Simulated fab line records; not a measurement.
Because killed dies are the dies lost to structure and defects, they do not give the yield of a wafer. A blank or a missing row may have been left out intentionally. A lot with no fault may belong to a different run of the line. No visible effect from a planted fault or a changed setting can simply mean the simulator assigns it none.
fab line records + flow n5-finfet
record:
- lots: 10
- wafers: 28
- last-day: 16
route steps=1938 shown BEOL_M0_SAQP@637 BEOL_M4@1111 TV_OPEN@1888 PAD_METAL@1896 PASSIVATION@1916
lots untouched by any fault: they come from a run of this same line in which no faults occurred
start-h: hours from the record's first day to the start of the lot's first wafer shown + wait-h: hours since the lot's step before + " same as the row above + L1.1+2: a single row standing in for several wafers + - value missing, or start not given + * or withheld: withheld + < > ~ a bound
route shown NAME@n: names a module that has steps shown in the file, with the first one's number in the route + usual: the fault-free wafers' mean and standard deviation + same: alike in all rows + chamber/n: place in a boat + sites: each site's reading + _std_site: their standard deviation + _edge_site: mean of outer sites minus mean of inner sites + radius-mm: how far each site lies from the wafer's centre + mask NAME#n: copy n + behind: the tool/chamber that last shaped the wafer + hold: why the lot was held/for how many hours/how that ended + device: the n, p or np transistor that did not switch + end of line: the tests these same wafers got at the end of their route + a step without rows: its recipe alone + killed: dies that structure and defects cost at the first sort, which is not the same as the wafer's yield + map: shows each die of a wafer: x if killed, . if not, _ if none is there
set.NAME: the run value of the setting; set.NAME@STEP: its run value at that earlier step + model.NAME: the simulator's own value behind a step, which no gauge read
one table for each step of the route and one row for each wafer, over a sample of lots
services: from which hour (start-h, from the record's first day; less than 0 if before it) a tool's chamber was out of use, for how many hours, and why
== steps ==
step: N5_BEOL_M0_SAQP_PECVD_97
recipe:
- material: SiNx
- target-thk-a: 230
- temp-c: 350
- precursor: SiH4/NH3/N2
- pressure-torr: 1.5
- rf-w: 300
- time-s: 19.9
usual:
- heater-power-outer-w: 287/35
- heater-power-w: 522/61
- showerhead-plenum-p-Torr: 5.11/0.058
- throttle-valve-pct: 39.3/1.5
| lot.wafer | tool     | chamber | start-h | wait-h | heater-power-outer-w | heater-power-w | showerhead-plenum-p-Torr | throttle-valve-pct |
|-----------|----------|---------|---------|--------|----------------------|----------------|--------------------------|--------------------|
| L471.2    | pecvd-03 | 1       | 109.10  | 0.0    | 325                  | 548            | 5.04                     | 37.7               |
| L471.4    | "        | 1       | "       | "      | 321                  | 547            | 5.04                     | 37.5               |
| L471.6    | "        | 2       | "       | "      | 357                  | 615            | 5.12                     | 39.3               |
| L473.3    | pecvd-03 | 1       | 114.19  | 0.0    | 334                  | 556            | 5.03                     | 37.6               |
| L473.4    | "        | 2       | "       | "      | 300                  | 538            | 5.14                     | 39.3               |
| L473.5    | "        | 0       | "       | "      | 274                  | 493            | 5.26                     | 38.0               |
| L475.1    | pecvd-01 | 2       | 127.91  | 0.0    | 300                  | 580            | 5.08                     | 36.9               |
| L475.4    | "        | 0       | "       | "      | 258                  | 467            | 5.10                     | 39.6               |
| L475.6    | "        | 2       | "       | "      | 300                  | 587            | 5.09                     | 36.7               |
| L476.4    | pecvd-03 | 1       | 135.02  | 0.0    | 307                  | 516            | 5.04                     | 37.7               |
| L476.6    | "        | 0       | "       | "      | 272                  | 468            | 5.24                     | 37.7               |
| L477.2    | pecvd-04 | 0       | 141.14  | 0.0    | 301                  | 550            | 5.05                     | 41.5               |
| L477.4    | "        | 2       | "       | "      | 325                  | 590            | 5.11                     | 39.4               |
| L478.4    | pecvd-03 | 2       | 149.59  | 0.0    | 297                  | 535            | 5.13                     | 39.5               |
| L478.5    | "        | 1       | "       | "      | 250                  | 457            | 5.03                     | 37.7               |
| L478.6    | "        | 0       | "       | "      | 248                  | 454            | 5.26                     | 38.1               |
| L479.3    | pecvd-04 | 2       | 155.59  | 0.0    | 299                  | 528            | 5.13                     | 39.5               |
| L479.5    | "        | 0       | "       | "      | 327                  | 580            | 5.06                     | 41.7               |
| L479.6    | "        | 2       | "       | "      | 307                  | 528            | 5.11                     | 39.3               |
| L480.3    | pecvd-04 | 0       | 163.58  | 0.0    | 307                  | 531            | 5.05                     | 41.8               |
| L480.4    | "        | 2       | "       | "      | 287                  | 503            | 5.12                     | 39.3               |
| L480.6    | "        | 1       | "       | "      | 241                  | 428            | 5.07                     | 40.5               |
| L490.4    | pecvd-04 | 1       | 223.59  | 0.0    | 197                  | 366            | 5.08                     | 40.6               |
| L490.5    | "        | 0       | "       | "      | 347                  | 598            | 5.05                     | 41.5               |
| L490.6    | "        | 1       | "       | "      | 196                  | 370            | 5.08                     | 40.9               |
| L491.1    | pecvd-01 | 1       | 224.91  | 0.0    | 297                  | 572            | 5.15                     | 38.9               |
| L491.4    | "        | 0       | "       | "      | 296                  | 514            | 5.11                     | 39.6               |
| L491.6    | "        | 1       | "       | "      | 305                  | 587            | 5.16                     | 39.0               |
step: N5_BEOL_M4_RC_MEAS_101
usual:
- DIBL_N: 37.5/1.9
- DIBL_P: 37.3/2.4
- IOFF_N: 0.18/0.038
- IOFF_P: 0.23/0.045
- ION_N: 677/11
- ION_P: 464/8.1
- SS_N: 72.0/0.68
- SS_P: 73.5/0.77
- VT_N: 249/3.3
- VT_P: -249/3.6
| lot.wafer | tool      | chamber | start-h | wait-h | DIBL_N[mV/V] | DIBL_P[mV/V] | IOFF_N[nA/um] | IOFF_P[nA/um] | ION_N[uA/um] | ION_P[uA/um] | SS_N[mV/dec] | SS_P[mV/dec] | VT_N[mV] | VT_P[mV] |
|-----------|-----------|---------|---------|--------|--------------|--------------|---------------|---------------|--------------|--------------|--------------|--------------|----------|----------|
| L471.2    | prober-02 | 0       | 168.38  | 0.2    | 38.1         | 37.5         | 0.18          | 0.20          | 672          | 449          | 72.3         | 73.7         | 250      | -251     |
| L471.4    | "         | 0       | "       | "      | 40.4         | 40.1         | 0.23          | 0.24          | 687          | 465          | 73.4         | 73.7         | 248      | -249     |
| L471.6    | "         | 0       | "       | "      | 37.6         | 36.8         | 0.17          | 0.19          | 665          | 451          | 71.6         | 73.8         | 252      | -254     |
| L473.3    | prober-01 | 0       | 183.34  | 0.3    | 34.8         | 37.3         | 0.18          | 0.20          | 683          | 465          | 72.7         | 72.9         | 249      | -252     |
| L473.4    | "         | 0       | "       | "      | 39.1         | 44.5         | 0.26          | 0.34          | 693          | 472          | 73.3         | 74.0         | 244      | -242     |
| L473.5    | "         | 0       | "       | "      | 35.7         | 37.7         | 0.18          | 0.20          | 677          | 460          | 72.2         | 72.6         | 251      | -251     |
| L475.1    | prober-02 | 0       | 188.25  | 0.0    | 35.6         | 35.8         | 0.12          | 0.18          | 663          | 458          | 71.6         | 72.7         | 257      | -254     |
| L475.4    | "         | 0       | "       | "      | 39.6         | 39.9         | 0.19          | 0.25          | 674          | 467          | 72.5         | 74.1         | 251      | -246     |
| L475.6    | "         | 0       | "       | "      | 39.7         | 39.8         | 0.20          | 0.24          | 679          | 464          | 72.7         | 74.1         | 249      | -252     |
| L477.2    | prober-01 | 0       | 193.01  | 0.2    | 39.0         | 39.5         | 0.21          | 0.20          | 683          | 456          | 72.3         | 73.6         | 246      | -256     |
| L477.4    | "         | 0       | "       | "      | 34.3         | 33.8         | 0.13          | 0.14          | 658          | 449          | 70.8         | 71.8         | 251      | -256     |
| L476.4    | prober-01 | 0       | 196.21  | 0.5    | 38.2         | 37.2         | 0.18          | 0.25          | 685          | 471          | 71.5         | 73.8         | 247      | -247     |
| L476.6    | "         | 0       | "       | "      | 36.4         | 35.1         | 0.15          | 0.22          | 673          | 469          | 71.0         | 72.5         | 248      | -250     |
| L478.4    | prober-01 | 0       | 212.22  | 0.5    | 35.6         | 35.0         | 0.16          | 0.25          | 682          | 478          | 71.4         | 74.2         | 247      | -246     |
| L478.5    | "         | 0       | "       | "      | 38.9         | 37.3         | 0.21          | 0.29          | 692          | 481          | 71.5         | 74.3         | 248      | -244     |
| L478.6    | "         | 0       | "       | "      | 38.5         | 36.6         | 0.21          | 0.26          | 687          | 469          | 72.3         | 74.1         | 248      | -245     |
| L479.3    | prober-01 | 0       | 219.90  | 0.3    | 39.1         | 39.1         | 0.18          | 0.25          | 665          | 463          | 73.1         | 74.1         | 252      | -249     |
| L479.5    | "         | 0       | "       | "      | 37.8         | 36.6         | 0.16          | 0.22          | 665          | 460          | 72.4         | 73.1         | 255      | -247     |
| L479.6    | "         | 0       | "       | "      | 36.3         | 35.3         | 0.14          | 0.19          | 666          | 456          | 71.7         | 72.8         | 255      | -252     |
| L480.3    | prober-02 | 0       | 222.27  | 0.3    | 37.2         | 37.5         | 0.18          | 0.25          | 673          | 469          | 71.4         | 73.7         | 250      | -247     |
| L480.4    | "         | 0       | "       | "      | 37.7         | 37.4         | 0.19          | 0.24          | 674          | 467          | 72.3         | 74.2         | 252      | -247     |
| L480.6    | "         | 0       | "       | "      | 37.5         | 37.3         | 0.17          | 0.23          | 669          | 461          | 71.2         | 74.2         | 249      | -249     |
| L490.4    | prober-02 | 0       | 283.53  | 0.5    | 36.3         | 36.1         | 0.15          | 0.20          | 689          | 471          | 71.4         | 72.4         | 249      | -251     |
| L490.6    | "         | 0       | "       | "      | 38.5         | 37.8         | 0.17          | 0.21          | 669          | 457          | 72.2         | 73.7         | 253      | -252     |
| L491.1    | prober-02 | 0       | 293.19  | 0.0    | 38.6         | 39.3         | 0.18          | 0.24          | 681          | 464          | 71.8         | 74.7         | 247      | -250     |
| L491.4    | "         | 0       | "       | "      | 39.7         | 40.5         | 0.23          | 0.26          | 683          | 463          | 72.4         | 74.5         | 244      | -249     |
| L491.6    | "         | 0       | "       | "      | 40.7         | 41.6         | 0.23          | 0.27          | 692          | 470          | 72.7         | 74.2         | 245      | -249     |
step: N5_PASSIVATION_VIA_ETCH_13
recipe:
- chemistry: CHF3/O2
- target: SiO2
- target-depth-a: 6600
- CHF3_flow_sccm: 50
- O2_flow_sccm: 5
- Ar_flow_sccm: 200
- time-s: 330
- mask-material: PR
- pressure-mtorr: 30
- source-w: 650
- bias-w: 170
- ion-energy-ev: 200
- ends: cleared
usual:
- bias-w: 170.0/0.49
- drypump-motor-current-A: 5.92/0.29
- etch-rf-on-time-s: 235/6.5
- oes-product-au: 0.69/0.064
- rf-vpp-V: 520/15
- showerhead-plenum-p-Torr: 2.40/0.069
- throttle-valve-pct: 18.85/0.17
| lot.wafer | tool        | chamber | start-h | wait-h | bias-w | drypump-motor-current-A | etch-rf-on-time-s | oes-product-au | rf-hours-counter-h | rf-vpp-V | showerhead-plenum-p-Torr | throttle-valve-pct |
|-----------|-------------|---------|---------|--------|--------|-------------------------|-------------------|----------------|--------------------|----------|--------------------------|--------------------|
| L473.3    | rie-diel-02 | 0       | 272.77  | 0.0    | 170.3  | 5.57                    | 227               | 0.64           | 213                | 504      | 2.46                     | 18.94              |
| L473.4    | "           | 3       | "       | "      | 170.1  | 6.07                    | 229               | 0.82           | 33                 | 503      | 2.46                     | 19.08              |
| L473.5    | "           | 1       | "       | "      | 170.1  | 6.54                    | 241               | 0.63           | -                  | 511      | 2.38                     | 19.05              |
| L471.2    | rie-diel-05 | 3       | 273.12  | 0.0    | 170.3  | 6.09                    | 233               | 0.64           | 209                | 534      | 2.45                     | 18.89              |
| L471.4    | "           | 2       | "       | "      | 170.2  | 5.73                    | 240               | 0.75           | 71                 | 492      | 2.35                     | 18.70              |
| L471.6    | "           | 2       | "       | "      | 170.1  | 5.74                    | 233               | 0.75           | -                  | 493      | 2.35                     | 18.69              |
| L475.1    | rie-diel-05 | 3       | 283.02  | 0.0    | 169.7  | 6.12                    | 241               | 0.64           | 212                | 534      | 2.45                     | 18.89              |
| L475.4    | "           | 0       | "       | "      | 169.8  | 5.55                    | 238               | 0.65           | 227                | 555      | 2.37                     | 19.04              |
| L475.6    | "           | 3       | "       | "      | 169.8  | 6.12                    | 239               | 0.64           | -                  | 533      | 2.45                     | 18.89              |
| L477.2    | rie-diel-02 | 2       | 284.53  | 0.0    | 170.4  | 6.12                    | 234               | 0.80           | 27                 | 521      | 2.54                     | 18.64              |
| L477.4    | "           | 1       | "       | "      | 169.7  | 6.54                    | 247               | 0.63           | 202                | 510      | 2.38                     | 19.03              |
| L476.4    | rie-diel-01 | 1       | 286.54  | 0.1    | 169.8  | 6.20                    | 229               | 0.68           | -                  | 524      | 2.40                     | 18.73              |
| L476.6    | "           | 2       | "       | "      | 170.4  | 5.59                    | 243               | 0.77           | -                  | 529      | 2.45                     | 18.70              |
| L480.3    | rie-diel-01 | 0       | 304.27  | 0.0    | 170.4  | 6.09                    | 231               | 0.78           | 42                 | 526      | 2.45                     | 18.55              |
| L480.4    | "           | 3       | "       | "      | 170.1  | 5.89                    | 241               | 0.63           | 209                | 518      | 2.30                     | 19.07              |
| L480.6    | "           | 1       | "       | "      | 170.1  | 6.22                    | 234               | 0.67           | -                  | 522      | 2.40                     | 18.77              |
| L478.4    | rie-diel-01 | 1       | 309.42  | 0.0    | 169.6  | 6.17                    | 233               | 0.67           | 166                | 523      | 2.40                     | 18.75              |
| L478.5    | "           | 2       | "       | "      | 170.4  | 5.56                    | 236               | 0.76           | -                  | 530      | 2.45                     | 18.70              |
| L478.6    | "           | 1       | "       | "      | 170.1  | 6.23                    | 231               | 0.68           | -                  | 522      | 2.40                     | 18.78              |
| L479.3    | rie-diel-05 | 2       | 317.49  | 0.0    | 169.5  | 5.71                    | 236               | 0.74           | 80                 | 493      | 2.34                     | 18.71              |
| L479.5    | "           | 3       | "       | "      | 169.7  | 6.09                    | 244               | 0.63           | -                  | 534      | 2.45                     | 18.89              |
| L479.6    | "           | 2       | "       | "      | 169.9  | 5.73                    | 238               | 0.74           | -                  | 494      | 2.34                     | 18.72              |
| L490.4    | rie-diel-01 | 2       | 373.69  | 0.0    | 169.6  | 5.59                    | 242               | 0.74           | 89                 | 529      | 2.44                     | 18.75              |
| L490.6    | "           | 1       | "       | "      | 170.2  | 6.21                    | 230               | 0.67           | -                  | 524      | 2.39                     | 18.80              |
| L491.1    | rie-diel-05 | 3       | 382.00  | 0.0    | 170.9  | 6.10                    | 242               | 0.62           | 239                | 533      | 2.44                     | 18.93              |
| L491.4    | "           | 2       | "       | "      | 170.0  | 5.72                    | 240               | 0.73           | -                  | 493      | 2.33                     | 18.75              |
| L491.6    | "           | 1       | "       | "      | 170.1  | 5.52                    | 231               | 0.67           | -                  | 516      | 2.27                     | 19.04              |
step: N5_PASSIVATION_AL_DEP_21
recipe:
- material: Al
- target-thk-a: 28000
- temp-c: 400
- time-s: 170
- power-w: 30000
- chamber-pressure-pa: 0.4
- gas: Ar
usual:
- throttle-valve-pct: 30.0/0.95
| lot.wafer | tool           | chamber | start-h | wait-h | throttle-valve-pct |
|-----------|----------------|---------|---------|--------|--------------------|
| L473.3    | pvd-sputter-03 | -       | 273.81  | 0.1    | 30.1               |
| L473.4    | "              | -       | "       | "      | 31.4               |
| L473.5    | "              | -       | "       | "      | 30.4               |
| L471.2    | pvd-sputter-03 | -       | 274.15  | 0.1    | 30.1               |
| L471.4    | "              | -       | "       | "      | 29.7               |
| L471.6    | "              | -       | "       | "      | 28.6               |
| L475.1    | pvd-sputter-03 | -       | 284.60  | 0.1    | 30.0               |
| L475.4    | "              | -       | "       | "      | 31.4               |
| L475.6    | "              | -       | "       | "      | 28.8               |
| L477.2    | pvd-sputter-03 | -       | 285.68  | 0.1    | 29.5               |
| L477.4    | "              | -       | "       | "      | 28.5               |
| L476.4    | pvd-sputter-03 | -       | 287.48  | 0.1    | 29.4               |
| L476.6    | "              | -       | "       | "      | 28.6               |
| L480.3    | pvd-sputter-02 | -       | 304.88  | 0.1    | 30.3               |
| L480.4    | "              | -       | "       | "      | 30.9               |
| L480.6    | "              | -       | "       | "      | 30.2               |
| L478.4    | pvd-sputter-01 | -       | 310.25  | 0.1    | 30.3               |
| L478.5    | "              | -       | "       | "      | 27.5               |
| L478.6    | "              | -       | "       | "      | 30.7               |
| L479.3    | pvd-sputter-03 | -       | 318.66  | 0.1    | 29.5               |
| L479.5    | "              | -       | "       | "      | 30.1               |
| L479.6    | "              | -       | "       | "      | 28.4               |
| L490.4    | pvd-sputter-01 | -       | 374.29  | 0.1    | 29.7               |
| L490.6    | "              | -       | "       | "      | 30.1               |
| L491.1    | pvd-sputter-01 | -       | 383.87  | 0.1    | 29.9               |
| L491.4    | "              | -       | "       | "      | 27.7               |
| L491.6    | "              | -       | "       | "      | 29.8               |
step: N5_PASSIVATION_PECVD_35
recipe:
- material: SiNx
- target-thk-a: 7000
- temp-c: 400
- precursor: SiH4/NH3/N2
- pressure-torr: 4.9
- rf-w: 1406
- time-s: 151.3
usual:
- heater-power-outer-w: 132/48
- heater-power-w: 333/79
- showerhead-plenum-p-Torr: 8.65/0.065
- throttle-valve-pct: 28.5/1.2
| lot.wafer | tool     | chamber | start-h | wait-h | heater-power-outer-w | heater-power-w | showerhead-plenum-p-Torr | throttle-valve-pct |
|-----------|----------|---------|---------|--------|----------------------|----------------|--------------------------|--------------------|
| L471.2    | pecvd-03 | 0       | 275.92  | 0.1    | 108                  | 281            | 8.78                     | 27.8               |
| L471.4    | "        | 1       | "       | "      | 155                  | 350            | 8.58                     | 27.4               |
| L471.6    | "        | 0       | "       | "      | 123                  | 315            | 8.80                     | 27.6               |
| L473.3    | pecvd-01 | 2       | 276.08  | 0.1    | 106                  | 370            | 8.62                     | 27.3               |
| L473.4    | "        | 0       | "       | "      | 72                   | 221            | 8.63                     | 29.0               |
| L473.5    | "        | 1       | "       | "      | 62                   | 294            | 8.69                     | 28.3               |
| L475.1    | pecvd-01 | 1       | 286.55  | 0.1    | 148                  | 421            | 8.68                     | 28.5               |
| L475.4    | "        | 1       | "       | "      | 170                  | 433            | 8.68                     | 28.3               |
| L475.6    | "        | 0       | "       | "      | 122                  | 290            | 8.66                     | 28.8               |
| L477.2    | pecvd-03 | 1       | 287.45  | 0.1    | 111                  | 278            | 8.57                     | 27.1               |
| L477.4    | "        | 0       | "       | "      | 47                   | 203            | 8.79                     | 27.4               |
| L476.4    | pecvd-03 | 0       | 289.88  | 0.1    | 109                  | 287            | 8.81                     | 27.5               |
| L476.6    | "        | 1       | "       | "      | 173                  | 361            | 8.57                     | 26.9               |
| L480.3    | pecvd-04 | 0       | 306.78  | 0.1    | 175                  | 403            | 8.58                     | 30.7               |
| L480.4    | "        | 1       | "       | "      | 87                   | 229            | 8.60                     | 29.8               |
| L480.6    | "        | 2       | "       | "      | 184                  | 370            | 8.63                     | 26.9               |
| L478.4    | pecvd-01 | 1       | 312.60  | 0.1    | 168                  | 448            | 8.69                     | 28.8               |
| L478.5    | "        | 2       | "       | "      | 50                   | 288            | 8.64                     | 27.3               |
| L478.6    | "        | 0       | "       | "      | 73                   | 224            | 8.63                     | 28.9               |
| L479.3    | pecvd-03 | 1       | 320.58  | 0.1    | 181                  | 379            | 8.57                     | 27.5               |
| L479.5    | "        | 0       | "       | "      | 137                  | 325            | 8.78                     | 27.8               |
| L479.6    | "        | 1       | "       | "      | 78                   | 238            | 8.59                     | 27.2               |
| L490.4    | pecvd-03 | 1       | 376.19  | 0.1    | 162                  | 340            | 8.59                     | 27.4               |
| L490.6    | "        | 0       | "       | "      | 102                  | 270            | 8.82                     | 27.6               |
| L491.1    | pecvd-04 | 1       | 386.05  | 0.1    | 30                   | 149            | 8.61                     | 29.4               |
| L491.4    | "        | 0       | "       | "      | 150                  | 357            | 8.59                     | 30.9               |
| L491.6    | "        | 2       | "       | "      | 195                  | 395            | 8.63                     | 27.0               |
step: N5_PASSIVATION_PROBE_49
usual:
- defect-limited-yield: 91.2/1.5
- killed_at_M0_to_M3: 31/10
- killed_at_M4_up: 15/5.9
- killed-at-contacts: 13/6
- killed-at-front-end: 41/11
- killed-at-other: 4/3.1
- killed-dies: 104/18
- killed-on-rim: 14/4.1
- killed-open: 68/13
- killed-short: 33/8.1
- sort_bin_5_function: 5.1/1.1
- sort_bin_6_memory: 3.2/0.69
- sort_bin_8_speed: 0.01/0.045
- sort-n-pass: 1076/18
same:
- gross-dies: 1180
- killed-at-back-side: 0
- sort_bin_4_leakage[%]: 0
| lot.wafer | tool      | chamber | start-h | wait-h | defect-limited-yield[%] | killed_at_M0_to_M3 | killed_at_M4_up | killed-at-contacts | killed-at-front-end | killed-at-other | killed-dies | killed-on-rim | killed-open | killed-short | sort_bin_5_function[%] | sort_bin_6_memory[%] | sort_bin_8_speed[%] | sort-n-pass |
|-----------|-----------|---------|---------|--------|-------------------------|--------------------|-----------------|--------------------|---------------------|-----------------|-------------|---------------|-------------|--------------|------------------------|----------------------|---------------------|-------------|
| L478.4    | prober-02 | -       | 316.26  | 0.2    | 92.5                    | 16                 | 19              | 5                  | 44                  | 4               | 88          | 12            | 48          | 40           | 3.7                    | 3.4                  | 0                   | 1092        |
| L478.5    | prober-02 | -       | 316.31  | 0.2    | 91.4                    | 23                 | 16              | 15                 | 40                  | 7               | 101         | 11            | 60          | 39           | 5.5                    | 3.1                  | 0                   | 1079        |
| L478.6    | prober-02 | -       | 316.36  | 0.3    | 92.5                    | 17                 | 14              | 17                 | 38                  | 3               | 89          | 7             | 58          | 29           | 3.9                    | 3.5                  | 0                   | 1091        |
| L490.4    | prober-01 | -       | 381.30  | 0.2    | 90.1                    | 33                 | 13              | 12                 | 51                  | 8               | 117         | 20            | 74          | 38           | 6.1                    | 3.1                  | 0                   | 1063        |
| L490.5    | prober-01 | -       | 381.35  | 0.2    | 0                       | 1106               | 7               | 7                  | 53                  | 7               | 1180        | 152           | 72          | 51           | 6.0                    | 3.9                  | 0                   | 0           |
| L490.6    | prober-01 | -       | 381.40  | 0.3    | 90.8                    | 25                 | 7               | 6                  | 62                  | 8               | 108         | 18            | 65          | 43           | 5.0                    | 3.6                  | 0                   | 1072        |
| L491.1    | prober-01 | -       | 389.96  | 0.0    | 93.6                    | 28                 | 12              | 7                  | 29                  | 0               | 76          | 11            | 46          | 25           | 3.7                    | 2.5                  | 0                   | 1104        |
| L491.4    | prober-01 | -       | 390.11  | 0.2    | 90.8                    | 33                 | 15              | 6                  | 54                  | 0               | 108         | 15            | 70          | 34           | 5.0                    | 3.8                  | 0                   | 1072        |
| L491.6    | prober-01 | -       | 390.21  | 0.3    | 91.4                    | 49                 | 12              | 6                  | 32                  | 3               | 102         | 12            | 70          | 30           | 5.7                    | 2.6                  | 0                   | 1078        |
killed by level:class
L478.4 FIN_SAQP:geometric-particle:short=13 FIN_SAQP:geometric-particle:open=9 BEOL_M4:geometric-particle:short=8 STI_FIN_REVEAL:geometric-particle:open=6 BEOL_M4:geometric-particle:open=5 GATE_CUT:geometric-particle:short=4 MOL_CONTACT_COAG:geometric-particle:open=4 BEOL_M2:geometric-particle:open=4
L478.5 FIN_SAQP:geometric-particle:open=12 FIN_SAQP:geometric-particle:short=11 MOL_CONTACT_COAG:geometric-particle:open=9 BEOL_M3:geometric-particle:open=7 BEOL_M4:geometric-particle:open=6 MOL_CONTACT_COAG:geometric-particle:short=6 BEOL_M4:geometric-particle:short=6 BEOL_M1:geometric-particle:open=4
L478.6 MOL_CONTACT_COAG:geometric-particle:open=15 FIN_SAQP:geometric-particle:short=7 FIN_SAQP:geometric-particle:open=7 BEOL_M2:geometric-particle:open=6 GATE_CUT:geometric-particle:short=5 BEOL_M1:geometric-particle:open=5 STARTING-WAFER:geometric-particle:open=4 STI_FIN_REVEAL:geometric-particle:open=3
L490.4 BEOL_M0_SAQP:geometric-particle:open=11 DUMMY_GATE:geometric-particle:open=10 MOL_CONTACT_COAG:geometric-particle:open=9 FIN_SAQP:geometric-particle:open=7 STI_FIN_REVEAL:geometric-particle:open=7 BEOL_M4:geometric-particle:open=6 BEOL_M0_SAQP:geometric-particle:short=5 BEOL_M2:geometric-particle:open=5
L490.5 BEOL_M0_SAQP:area-pecvd=1056 FIN_SAQP:geometric-particle:short=14 BEOL_M0_SAQP:geometric-particle:short=11 BEOL_M0_SAQP:geometric-particle:open=11 FIN_SAQP:geometric-particle:open=9 BEOL_M2:geometric-particle:open=9 STI_FIN_REVEAL:geometric-particle:open=8 BEOL_M3:geometric-particle:open=7
L490.6 FIN_SAQP:geometric-particle:short=15 FIN_SAQP:geometric-particle:open=11 BEOL_M2:geometric-particle:open=10 STI_FIN_REVEAL:geometric-particle:open=9 DUMMY_GATE:geometric-particle:open=7 PASS1_CAP:geometric-particle:open=5 MOL_CONTACT_COAG:geometric-particle:open=4 ILD0:geometric-particle:short=4
L491.1 BEOL_M1:geometric-particle:open=9 STI_FIN_REVEAL:geometric-particle:open=5 MOL_CONTACT_COAG:geometric-particle:open=5 BEOL_M0_SAQP:geometric-particle:open=5 GATE_CUT:geometric-particle:short=4 BEOL_M0_SAQP:geometric-particle:short=4 STARTING-WAFER:geometric-particle:short=4 SPACER0:geometric-particle:open=3
L491.4 FIN_SAQP:geometric-particle:open=16 GATE_CUT:geometric-particle:short=11 GATE_CUT:geometric-particle:open=7 MOL_CONTACT_COAG:geometric-particle:open=6 BEOL_M0_SAQP:geometric-particle:open=5 BEOL_M1:geometric-particle:open=5 BEOL_M2:geometric-particle:open=5 BEOL_M3:geometric-particle:open=5
L491.6 BEOL_M0_SAQP:geometric-particle:open=17 BEOL_M0_SAQP:geometric-particle:short=8 GATE_CUT:geometric-particle:open=7 FIN_SAQP:geometric-particle:open=6 GATE_CUT:geometric-particle:short=5 MOL_CONTACT_COAG:geometric-particle:open=5 BEOL_M0:geometric-particle:open=4 BEOL_M1:geometric-particle:open=4
== services ==
| tool           | chamber | start-h | hours | kind   |
|----------------|---------|---------|-------|--------|
| rie-diel-05    | -       | 126.82  | 0.3   | repair |
| pecvd-03       | 1       | 152.33  | 5.4   | repair |
| rie-diel-02    | 1       | 166.73  | 11.3  | repair |
| rie-diel-01    | -       | 169.77  | 0.6   | repair |
| pecvd-04       | 2       | 175.10  | 8.4   | repair |
| rie-diel-02    | 1       | 179.29  | 2.0   | repair |
| rie-diel-02    | 0       | 186.27  | 8.8   | repair |
| pecvd-01       | -       | 191.73  | 2.8   | pm     |
| rie-diel-05    | 1       | 197.71  | 7.7   | repair |
| pecvd-03       | -       | 206.11  | 2.8   | pm     |
| pecvd-01       | -       | 214.00  | 0.6   | repair |
| pecvd-03       | -       | 246.54  | 6.0   | pm     |
| pecvd-04       | -       | 253.34  | 2.8   | pm     |
| pecvd-01       | 0       | 264.28  | 6.5   | repair |
| rie-diel-01    | -       | 271.14  | 0.8   | repair |
| pecvd-04       | -       | 286.11  | 7.2   | repair |
| rie-diel-05    | 2       | 301.90  | 1.7   | repair |
| pecvd-03       | 1       | 303.83  | 6.1   | repair |
| rie-diel-05    | 3       | 343.35  | 14.3  | repair |
| rie-diel-01    | 3       | 345.53  | 1.9   | repair |
| pecvd-03       | 2       | 349.25  | 8.5   | repair |
| pvd-sputter-03 | -       | 352.72  | 1.3   | repair |
| rie-diel-01    | -       | 364.43  | 4.3   | pm     |
| rie-diel-05    | 1       | 368.75  | 8.7   | repair |
== key ==
first-sign:
- step: N5_PASSIVATION_PROBE_49
- reading: killed_at_M0_to_M3
- direction: up
- sigmas: 99+
- usual: 31
- struck: 1106
effect:
- step: N5_PASSIVATION_PROBE_49
- reading: sort-n-pass
- direction: down
- sigmas: 60
- usual: 1076
- struck: 0
more-kills-born-at:
- N5_BEOL_M0_SAQP_PECVD_97@pecvd-04: 1056
met-at N5_BEOL_M0_SAQP_PECVD_97
struck-lots L490
struck-wafers L490.5
later-rows-left-out L490.5
not-acting-at N5_PASSIVATION_VIA_ETCH_13,N5_PASSIVATION_AL_DEP_21,N5_PASSIVATION_PECVD_35
onset-between 163.58 223.59
fault:
- kind: process-parameter-drift
- tool: pecvd-04
- chamber: -
- onset-h: 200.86
- steps: N5_BEOL_M0_SAQP_PECVD_97
- channel: time-s
- offset: *
- shape: step
- end-h: 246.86
- scope: struck-wafers-only
- acts-in: *
- stated: *
later-rows-left-out: the simulator's readings of these wafers behind a module that went badly wrong aren't trusted and aren't shown, but for the sort
